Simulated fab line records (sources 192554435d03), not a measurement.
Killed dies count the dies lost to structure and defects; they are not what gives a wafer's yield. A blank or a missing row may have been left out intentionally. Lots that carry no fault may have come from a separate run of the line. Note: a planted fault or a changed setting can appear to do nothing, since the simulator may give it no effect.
fab line records -- flow n5-finfet -- part 2 of 2: steps 16 to 16 of 16
record: lots: 6, wafers: 18, last-day: 18
route steps=1938 shown BEOL_M0_SAQP@665 BEOL_M4@1111 PASSIVATION@1936
lots that met no fault: from a run of the same line without faults
start-h: hours from the record's opening day to when the first of the lot's shown wafers began -- wait-h: hours since the lot's step before -- " same as the row above -- L1.1+2: several wafers, shown together as one row -- - no value, or no start given -- * or withheld: withheld -- < > ~ a bound
route shown NAME@n: NAME is a module with steps in the file, n the number in the route of the first one -- usual: mean and standard deviation over wafers with no fault -- same: alike in all rows -- chamber/n: place in a boat -- sites: per-site readings -- _std_site: the standard deviation of these -- _edge_site: mean of outer sites minus mean of inner sites -- radius-mm: for every site, how far away it sits from the centre of the wafer -- mask NAME#n: copy n -- behind: the tool/chamber that last shaped the wafer -- hold: why the lot went on hold/how many hours it stayed there/how the hold came to an end -- device: transistor that didn't switch, given as n, p or np -- end of line: the route-end tests of the same wafers -- a step without rows: its recipe alone -- killed: at the first sort, the dies lost to defects and structure; wafer yield is something else -- map: the dies of a wafer, with x for killed, . for not killed, _ for no die there
set.NAME: the setting as run; set.NAME@STEP: as run at that earlier step -- model.NAME: the simulator's own value behind a step, which no gauge read
certain route steps with their lots: each step a table, each wafer a row
services: when a tool's chamber went out of use (start-h, in hours from the record's first day, below 0 if earlier), for how many hours, and the reason
== steps ==
step: N5_PASSIVATION_PROBE_49
usual: defect-limited-yield: 91.3/1.4, killed_at_M0_to_M3: 33/9.9, killed_at_M4_up: 15/5.6, killed-at-contacts: 13/5.7, killed-at-front-end: 38/12, killed-at-other: 4/3.1, killed-dies: 103/17, killed-on-rim: 13/4, killed-open: 66/13, killed-short: 32/7.8, sort_bin_4_leakage: 0.02/0.16, sort_bin_5_function: 5.1/0.95, sort_bin_6_memory: 3.2/0.68, sort-n-pass: 1077/17, sort-yield-pct: 91.3/1.5
same: gross-dies: 1180, killed-at-back-side: 0, sort_bin_8_speed[%]: 0
lot.wafer,tool,chamber,start-h,wait-h,defect-limited-yield[%],killed_at_M0_to_M3,killed_at_M4_up,killed-at-contacts,killed-at-front-end,killed-at-other,killed-dies,killed-on-rim,killed-open,killed-short,sort_bin_4_leakage[%],sort_bin_5_function[%],sort_bin_6_memory[%],sort-n-pass,sort-yield-pct[%]
L171.2,prober-01,-,335.23,0.1,92.4,26,7,12,36,9,90,20,49,29,0,3.4,3.1,1090,92.4
L171.3,prober-01,-,335.28,0.1,90.9,30,23,10,37,7,107,14,68,36,0,5.0,3.7,1073,90.9
L171.4,prober-01,-,335.33,0.2,91.9,33,8,10,40,4,95,8,50,44,0,5.1,2.8,1085,91.9
L178.2,prober-01,-,371.60,0.1,0,1116,9,18,37,0,1180,152,73,31,0,96.4,3.3,0,0
L178.3,prober-01,-,371.65,0.1,0,1127,11,7,31,4,1180,152,53,27,0,96.9,2.8,0,0
L178.5,prober-01,-,371.75,0.2,0,1111,13,17,35,4,1180,152,62,29,0,96.7,3.1,0,0
L179.4,prober-01,-,379.96,0.2,0,1111,13,16,32,8,1180,152,70,19,0,97.3,2.5,0,0
L179.5,prober-01,-,380.01,0.2,0,1130,20,6,23,1,1180,152,63,33,0,96.4,3.5,0,0
L179.6,prober-01,-,380.06,0.3,0,1110,18,8,43,1,1180,152,80,42,0,95.0,4.3,0,0
L184.3,prober-01,-,419.10,0.1,90.4,25,12,13,58,5,113,11,65,43,0,5.0,4.3,1067,90.4
L184.4,prober-01,-,419.15,0.2,90.9,44,16,5,34,8,107,14,75,29,0,4.8,3.6,1073,90.9
L184.6,prober-01,-,419.25,0.3,89.6,41,10,18,49,5,123,17,76,43,0,5.8,4.2,1057,89.6
L186.2,prober-02,-,432.57,0.1,90.2,29,7,10,63,7,116,7,64,41,0,5.2,3.2,1064,90.2
L186.4,prober-02,-,432.67,0.2,90.7,26,8,15,59,2,110,14,86,20,0,5.9,3.1,1070,90.7
L186.6,prober-02,-,432.77,0.3,93.0,20,14,10,39,0,83,8,59,18,0,4.1,2.5,1097,93.0
killed by level:class
L171.2 MOL_CONTACT_COAG:geometric-particle:open=9 HKMG_FIN:area-etch=7 BEOL_M0_SAQP:geometric-particle:short=6 FIN_SAQP:geometric-particle:open=5 STI_FIN_REVEAL:geometric-particle:open=5 BEOL_M1:geometric-particle:open=5 STARTING-WAFER:geometric-particle:short=4 BEOL_M2:geometric-particle:open=4
L171.3 BEOL_M4:geometric-particle:open=13 FIN_SAQP:geometric-particle:short=10 FIN_SAQP:geometric-particle:open=8 BEOL_M0_SAQP:geometric-particle:open=8 MOL_CONTACT_COAG:geometric-particle:open=7 STI_FIN_REVEAL:geometric-particle:open=6 BEOL_M0_SAQP:geometric-particle:short=5 BEOL_M1:geometric-particle:open=5
L171.4 BEOL_M1:geometric-particle:open=11 GATE_CUT:geometric-particle:short=9 FIN_SAQP:geometric-particle:short=8 BEOL_M0_SAQP:geometric-particle:short=8 MOL_CONTACT_COAG:geometric-particle:open=7 BEOL_M3:geometric-particle:open=7 STI_FIN_REVEAL:geometric-particle:open=6 STARTING-WAFER:geometric-particle:short=5
L178.2 BEOL_M0_SAQP:area-etchback=1075 FIN_SAQP:geometric-particle:open=12 BEOL_M3:geometric-particle:open=11 MOL_CONTACT_COAG:geometric-particle:short=10 BEOL_M0_SAQP:geometric-particle:open=9 MOL_CONTACT_COAG:geometric-particle:open=8 STI_FIN_REVEAL:geometric-particle:open=8 BEOL_M0_SAQP:geometric-particle:short=7
L178.3 BEOL_M0_SAQP:area-etchback=1100 FIN_SAQP:geometric-particle:open=7 MOL_CONTACT_COAG:geometric-particle:open=7 BEOL_M0_SAQP:geometric-particle:open=7 BEOL_M1:geometric-particle:open=5 DUMMY_GATE:geometric-particle:open=4 GATE_CUT:geometric-particle:short=4 BEOL_M0_SAQP:geometric-particle:short=4
L178.5 BEOL_M0_SAQP:area-etchback=1089 MOL_CONTACT_COAG:geometric-particle:open=12 FIN_SAQP:geometric-particle:open=7 STI_FIN_REVEAL:geometric-particle:open=6 MOL_CONTACT_COAG:geometric-particle:short=5 BEOL_M1:geometric-particle:open=5 BEOL_M3:geometric-particle:open=5 BEOL_M4:geometric-particle:open=5
L179.4 BEOL_M0_SAQP:area-etchback=1090 MOL_CONTACT_COAG:geometric-particle:open=12 DUMMY_GATE:geometric-particle:open=10 STI_FIN_REVEAL:geometric-particle:open=7 BEOL_M2:geometric-particle:open=7 BEOL_M3:geometric-particle:open=6 BEOL_M5:geometric-particle:open=6 BEOL_M4:geometric-particle:open=5
L179.5 BEOL_M0_SAQP:area-etchback=1083 BEOL_M2:geometric-particle:open=12 STI_FIN_REVEAL:geometric-particle:open=11 BEOL_M4:geometric-particle:open=10 BEOL_M0_SAQP:geometric-particle:short=8 BEOL_M0:geometric-particle:open=7 BEOL_M1:geometric-particle:open=6 MOL_CONTACT_COAG:geometric-particle:open=5
L179.6 BEOL_M0_SAQP:area-etchback=1058 BEOL_M2:geometric-particle:open=17 BEOL_M0_SAQP:geometric-particle:short=14 STI_FIN_REVEAL:geometric-particle:open=12 FIN_SAQP:geometric-particle:open=8 BEOL_M0_SAQP:geometric-particle:open=8 DUMMY_GATE:geometric-particle:open=7 MOL_CONTACT_COAG:geometric-particle:open=5
L184.3 GATE_CUT:geometric-particle:short=10 STI_FIN_REVEAL:geometric-particle:open=9 FIN_SAQP:geometric-particle:open=8 MOL_CONTACT_COAG:geometric-particle:open=8 DUMMY_GATE:geometric-particle:open=7 BEOL_M0_SAQP:geometric-particle:short=7 BEOL_M0_SAQP:geometric-particle:open=6 FIN_SAQP:geometric-particle:short=5
L184.4 STI_FIN_REVEAL:geometric-particle:open=13 BEOL_M0_SAQP:geometric-particle:open=9 BEOL_M1:geometric-particle:open=8 BEOL_M0_SAQP:geometric-particle:short=7 BEOL_M3:geometric-particle:open=7 BEOL_M4:geometric-particle:open=7 BEOL_M2:geometric-particle:open=6 FIN_SAQP:geometric-particle:open=5
L184.6 STI_FIN_REVEAL:geometric-particle:open=15 MOL_CONTACT_COAG:geometric-particle:open=11 BEOL_M0_SAQP:geometric-particle:short=10 BEOL_M0_SAQP:geometric-particle:open=10 FIN_SAQP:geometric-particle:open=6 BEOL_M3:geometric-particle:open=6 FIN_SAQP:geometric-particle:short=5 MOL_CONTACT_COAG:geometric-particle:short=5
L186.2 STI_FIN_REVEAL:geometric-particle:open=14 FIN_SAQP:geometric-particle:short=9 BEOL_M0_SAQP:geometric-particle:open=9 HKMG_FIN:area-etch=9 MOL_CONTACT_COAG:geometric-particle:open=7 BEOL_M2:geometric-particle:open=7 STI_FIN_REVEAL:geometric-particle:short=6 BEOL_M0_SAQP:geometric-particle:short=6
L186.4 STI_FIN_REVEAL:geometric-particle:open=21 FIN_SAQP:geometric-particle:open=13 MOL_CONTACT_COAG:geometric-particle:open=12 BEOL_M2:geometric-particle:open=5 BEOL_M3:geometric-particle:open=5 FIN_SAQP:geometric-particle:short=4 BEOL_M0_SAQP:geometric-particle:short=4 BEOL_M0_SAQP:geometric-particle:open=4
L186.6 STI_FIN_REVEAL:geometric-particle:open=13 FIN_SAQP:geometric-particle:open=11 MOL_CONTACT_COAG:geometric-particle:open=8 BEOL_M0_SAQP:geometric-particle:short=5 BEOL_M4:geometric-particle:open=5 BEOL_M2:geometric-particle:open=4 BEOL_M3:geometric-particle:open=4 BEOL_M1:geometric-particle:open=3
map L178.2 (x killed, . not)
_________________xxxxxxxxxxxx________________
______________xxxxxxxxxxxxxxxxxx_____________
___________xxxxxxxxxxxxxxxxxxxxxxxx__________
__________xxxxxxxxxxxxxxxxxxxxxxxxxx_________
________xxxxxxxxxxxxxxxxxxxxxxxxxxxxxx_______
_______xxxxxxxxxxxxxxxxxxxxxxxxxxxxxxxx______
______xxxxxxxxxxxxxxxxxxxxxxxxxxxxxxxxxx_____
_____xxxxxxxxxxxxxxxxxxxxxxxxxxxxxxxxxxxx____
____xxxxxxxxxxxxxxxxxxxxxxxxxxxxxxxxxxxxxx___
___xxxxxxxxxxxxxxxxxxxxxxxxxxxxxxxxxxxxxxxx__
___xxxxxxxxxxxxxxxxxxxxxxxxxxxxxxxxxxxxxxxx__
__xxxxxxxxxxxxxxxxxxxxxxxxxxxxxxxxxxxxxxxxxx_
__xxxxxxxxxxxxxxxxxxxxxxxxxxxxxxxxxxxxxxxxxx_
_xxxxxxxxxxxxxxxxxxxxxxxxxxxxxxxxxxxxxxxxxxxx
_xxxxxxxxxxxxxxxxxxxxxxxxxxxxxxxxxxxxxxxxxxxx
_xxxxxxxxxxxxxxxxxxxxxxxxxxxxxxxxxxxxxxxxxxxx
_xxxxxxxxxxxxxxxxxxxxxxxxxxxxxxxxxxxxxxxxxxxx
_xxxxxxxxxxxxxxxxxxxxxxxxxxxxxxxxxxxxxxxxxxxx
_xxxxxxxxxxxxxxxxxxxxxxxxxxxxxxxxxxxxxxxxxxxx
_xxxxxxxxxxxxxxxxxxxxxxxxxxxxxxxxxxxxxxxxxxxx
_xxxxxxxxxxxxxxxxxxxxxxxxxxxxxxxxxxxxxxxxxxxx
__xxxxxxxxxxxxxxxxxxxxxxxxxxxxxxxxxxxxxxxxxx_
__xxxxxxxxxxxxxxxxxxxxxxxxxxxxxxxxxxxxxxxxxx_
___xxxxxxxxxxxxxxxxxxxxxxxxxxxxxxxxxxxxxxxx__
___xxxxxxxxxxxxxxxxxxxxxxxxxxxxxxxxxxxxxxxx__
____xxxxxxxxxxxxxxxxxxxxxxxxxxxxxxxxxxxxxx___
_____xxxxxxxxxxxxxxxxxxxxxxxxxxxxxxxxxxxx____
______xxxxxxxxxxxxxxxxxxxxxxxxxxxxxxxxxx_____
_______xxxxxxxxxxxxxxxxxxxxxxxxxxxxxxxx______
________xxxxxxxxxxxxxxxxxxxxxxxxxxxxxx_______
__________xxxxxxxxxxxxxxxxxxxxxxxxxx_________
___________xxxxxxxxxxxxxxxxxxxxxxxx__________
______________xxxxxxxxxxxxxxxxxx_____________
_________________xxxxxxxxxxxx________________
map L179.4 (x killed, . not)
_________________xxxxxxxxxxxx________________
______________xxxxxxxxxxxxxxxxxx_____________
___________xxxxxxxxxxxxxxxxxxxxxxxx__________
__________xxxxxxxxxxxxxxxxxxxxxxxxxx_________
________xxxxxxxxxxxxxxxxxxxxxxxxxxxxxx_______
_______xxxxxxxxxxxxxxxxxxxxxxxxxxxxxxxx______
______xxxxxxxxxxxxxxxxxxxxxxxxxxxxxxxxxx_____
_____xxxxxxxxxxxxxxxxxxxxxxxxxxxxxxxxxxxx____
____xxxxxxxxxxxxxxxxxxxxxxxxxxxxxxxxxxxxxx___
___xxxxxxxxxxxxxxxxxxxxxxxxxxxxxxxxxxxxxxxx__
___xxxxxxxxxxxxxxxxxxxxxxxxxxxxxxxxxxxxxxxx__
__xxxxxxxxxxxxxxxxxxxxxxxxxxxxxxxxxxxxxxxxxx_
__xxxxxxxxxxxxxxxxxxxxxxxxxxxxxxxxxxxxxxxxxx_
_xxxxxxxxxxxxxxxxxxxxxxxxxxxxxxxxxxxxxxxxxxxx
_xxxxxxxxxxxxxxxxxxxxxxxxxxxxxxxxxxxxxxxxxxxx
_xxxxxxxxxxxxxxxxxxxxxxxxxxxxxxxxxxxxxxxxxxxx
_xxxxxxxxxxxxxxxxxxxxxxxxxxxxxxxxxxxxxxxxxxxx
_xxxxxxxxxxxxxxxxxxxxxxxxxxxxxxxxxxxxxxxxxxxx
_xxxxxxxxxxxxxxxxxxxxxxxxxxxxxxxxxxxxxxxxxxxx
_xxxxxxxxxxxxxxxxxxxxxxxxxxxxxxxxxxxxxxxxxxxx
_xxxxxxxxxxxxxxxxxxxxxxxxxxxxxxxxxxxxxxxxxxxx
__xxxxxxxxxxxxxxxxxxxxxxxxxxxxxxxxxxxxxxxxxx_
__xxxxxxxxxxxxxxxxxxxxxxxxxxxxxxxxxxxxxxxxxx_
___xxxxxxxxxxxxxxxxxxxxxxxxxxxxxxxxxxxxxxxx__
___xxxxxxxxxxxxxxxxxxxxxxxxxxxxxxxxxxxxxxxx__
____xxxxxxxxxxxxxxxxxxxxxxxxxxxxxxxxxxxxxx___
_____xxxxxxxxxxxxxxxxxxxxxxxxxxxxxxxxxxxx____
______xxxxxxxxxxxxxxxxxxxxxxxxxxxxxxxxxx_____
_______xxxxxxxxxxxxxxxxxxxxxxxxxxxxxxxx______
________xxxxxxxxxxxxxxxxxxxxxxxxxxxxxx_______
__________xxxxxxxxxxxxxxxxxxxxxxxxxx_________
___________xxxxxxxxxxxxxxxxxxxxxxxx__________
______________xxxxxxxxxxxxxxxxxx_____________
_________________xxxxxxxxxxxx________________
== services ==
tool,chamber,start-h,hours,kind
ald-sin-03,3,142.01,13.5,repair
rie-diel-03,3,146.00,3.7,repair
rie-diel-02,0,156.91,-,clean
rie-diel-02,0,156.91,-,consumable-replace:focus-ring
rie-diel-02,0,156.91,15.5,scheduled-down
rie-diel-03,2,173.35,-,clean
rie-diel-03,2,173.35,-,consumable-replace:focus-ring
rie-diel-03,2,173.35,19.9,scheduled-down
rie-diel-03,2,173.35,19.9,vent-cycle
vapor-etch-02,1,187.69,0.9,repair
ald-sin-04,-,188.60,1.9,repair
rie-diel-01,1,197.73,6.1,repair
ald-sin-04,2,200.11,3.1,repair
ald-sin-03,3,206.32,3.6,repair
ald-sin-03,-,207.72,6.0,pm
rie-diel-01,1,210.44,1.8,repair
ald-sin-02,1,211.30,8.4,repair
rie-diel-02,-,212.13,28.1,pm
ald-sin-02,2,231.02,9.1,repair
rie-diel-03,1,245.77,-,clean
rie-diel-03,1,245.77,-,consumable-replace:focus-ring
rie-diel-03,1,245.77,18.5,scheduled-down
rie-diel-03,1,245.77,18.5,vent-cycle
ald-sin-03,3,251.59,6.4,repair
== key ==
first-sign: step: N5_BEOL_M0_SAQP_SPACER2_ETCHBACK_27, reading: tool-record, direction: missing
effect: step: N5_PASSIVATION_PROBE_49, reading: killed_at_M0_to_M3, direction: up, sigmas: 99+, usual: 33, struck: 1118
model-effect: step: N5_BEOL_M0_SAQP_SPACER2_ETCHBACK_27, value: a-Si_of_BEOL_M0_SAQP_PECVD_96.thk-nm, without: 43.9, struck: 45.3
more-kills-born-at: N5_BEOL_M0_SAQP_SPACER2_ETCHBACK_27@rie-diel-02: 3264, N5_BEOL_M0_SAQP_SPACER2_ETCHBACK_27@rie-diel-01: 3228
met-at N5_BEOL_M0_SAQP_SPACER2_ETCHBACK_27
struck-wafers L178.2,L178.3,L178.5,L179.4,L179.5,L179.6
later-rows-left-out L178.2,L178.3,L178.5,L179.4,L179.5,L179.6
onset-between 165.68 210.73
fault: kind: skipped-step-whole, tool: rie-diel-01,rie-diel-02, chamber: -, onset-h: 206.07, steps: N5_BEOL_M0_SAQP_SPACER2_ETCHBACK_27, scope: struck-lots-only
later-rows-left-out: the simulator's readings of these wafers behind a module that went badly wrong aren't trusted and aren't shown, but for the sort
